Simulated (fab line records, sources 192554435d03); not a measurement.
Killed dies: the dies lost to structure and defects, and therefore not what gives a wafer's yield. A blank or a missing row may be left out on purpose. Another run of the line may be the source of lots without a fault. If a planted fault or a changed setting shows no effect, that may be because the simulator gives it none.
Chamber matching -- flow n5 finfet -- N5_BEOL_M5_PECVD_70 on pecvd-01 has 3 sister chambers
The step deposits SiO2 from TEOS/O2, target thk 16 nm, time 18 s. 18 wafers are shown with their chamber, then 9 later ones without.

EACH WAFER AND ITS CHAMBER
wafer,chamber,throttle valve pct (%),showerhead plenum p Torr (Torr),heater power w (W)
L074.2,0,20.8,8.72,642
L074.3,2,22.4,8.76,578
L074.4,1,22.9,8.78,602
L076.2,2,22.0,8.78,596
L076.3,1,22.9,8.76,616
L076.5,2,22.3,8.77,584
L075.4,1,22.9,8.79,538
L075.5,0,20.9,8.72,716
L075.6,2,22.2,8.77,614
L082.2,0,20.9,8.71,708
L082.4,0,21.1,8.70,697
L082.5,2,22.3,8.75,586
L085.1,1,22.9,8.77,550
L085.2,0,21.0,8.72,651
L085.3,2,22.4,8.78,556
L089.3,2,22.6,8.78,542
L089.4,2,22.3,8.76,541
L089.5,0,21.1,8.71,584

SIGNATURES (means of the wafers above)
reading,chamber 0,chamber 1,chamber 2,scatter within a chamber
throttle valve pct,20.967,22.900,22.312,0.137
showerhead plenum p Torr,8.7133,8.7750,8.7687,0.0107
heater power w,666.33,576.50,574.62,38.2
Rule: distance of a wafer from a chamber = root of the sum over the readings of ((wafer's reading minus chamber's mean) / reading's scatter) squared. The wafer belongs to the nearest chamber; if the next one is less than 2 further off, it can't be placed. The scatter: the root of (the sum of the squares of (reading less its chamber's mean) over the shown wafers, divided by (wafers less chambers)).

WAFERS WITHOUT THEIR CHAMBER
wafer,throttle valve pct (%),showerhead plenum p Torr (Torr),heater power w (W)
L092.2,22.5,8.78,549
L092.5,21.2,8.73,571
L092.6,22.5,8.77,542
L091.1,21.2,8.72,674
L091.3,22.8,8.78,558
L091.6,23.2,8.79,559
L095.2,21.3,8.72,662
L095.3,22.8,8.76,621
L095.6,21.0,8.73,681

THE CHAMBER EACH PASSED THROUGH
wafer,from the rows above,in truth
L092.2,can't be placed: 2 or 1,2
L092.5,0,0
L092.6,can't be placed: 2 or 1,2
L091.1,0,0
L091.3,1,1
L091.6,1,1
L095.2,0,0
L095.3,can't be placed: 1 or 2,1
L095.6,0,0
Correct placement for 6 of the 9. Unplaceable from these rows: 3, with the true chamber sitting among the candidates in 3. Number placed wrongly: 0.
